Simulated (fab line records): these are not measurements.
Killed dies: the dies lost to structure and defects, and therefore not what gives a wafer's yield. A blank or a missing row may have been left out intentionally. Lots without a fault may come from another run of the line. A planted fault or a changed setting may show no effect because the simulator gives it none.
Chamber matching ; flow n5_finfet ; N5_MOL_CONTACT_COAG_ETCH_124 on rie_diel-05: 4 sister chambers
The step etches SiNx in CH3F/O2, stops on SiOC, target depth 6.5 nm. 16 wafers are shown with their chamber, then 8 later ones without.

WAFERS, EACH WITH ITS CHAMBER
wafer;chamber;showerhead_plenum_p_Torr (Torr);drypump_motor_current_A (A);throttle_valve_pct (%)
L075.1;3;2.06;6.2;16.13
L075.2;1;2.00;5.0;16.13
L075.3;2;1.89;6.0;16.43
L077.2;3;2.06;6.1;16.13
L077.3;2;1.89;5.9;16.44
L077.5;3;2.06;6.2;16.14
L079.1;1;1.99;5.0;16.14
L079.4;0;1.88;5.9;16.19
L079.6;3;2.06;6.1;16.12
L080.4;1;1.99;5.0;16.14
L080.5;1;1.99;5.0;16.17
L080.6;0;1.88;5.9;16.21
L081.3;2;1.89;6.0;16.48
L081.4;1;1.99;5.0;16.15
L081.5;0;1.88;5.9;16.21
L082.1;0;1.88;5.9;16.20

SIGNATURES (means of the wafers above)
reading;chamber 0;chamber 1;chamber 2;chamber 3;scatter within a chamber
showerhead_plenum_p_Torr;1.8800;1.9920;1.8900;2.0600;0.00258
drypump_motor_current_A;5.900;5.000;5.967;6.150;0.0373
throttle_valve_pct;16.2025;16.1460;16.4500;16.1300;0.0153
Rule: for a wafer and a chamber, the distance is found by dividing, reading by reading, the gap between the wafer's reading and the chamber's mean by the reading's scatter, squaring, summing and taking the root. If the next closest chamber is less than 2 further off than the closest, the wafer can't be placed; otherwise it belongs to the closest. How the scatter is found: for the shown wafers, subtract from each reading the mean of its chamber, square and add these, divide the total by (wafers less chambers), then take the root.

WAFERS MISSING THEIR CHAMBER
wafer;showerhead_plenum_p_Torr (Torr);drypump_motor_current_A (A);throttle_valve_pct (%)
L082.2;1.99;5.0;16.15
L082.6;2.06;6.1;16.15
L092.2;2.05;6.2;16.19
L092.4;1.88;5.9;16.24
L092.6;2.05;6.1;16.18
L095.3;2.13;6.0;16.03
L095.5;1.98;5.0;16.21
L095.6;2.05;6.1;16.21

WHICH CHAMBER EACH ONE RAN IN
wafer;from the rows above;in truth
L082.2;1;1
L082.6;3;3
L092.2;3;3
L092.4;0;0
L092.6;3;3
L095.3;3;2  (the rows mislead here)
L095.5;1;1
L095.6;3;3
Correct placement for 7 of the 8. Number that these rows cannot place: 0. Wrongly placed: 1.
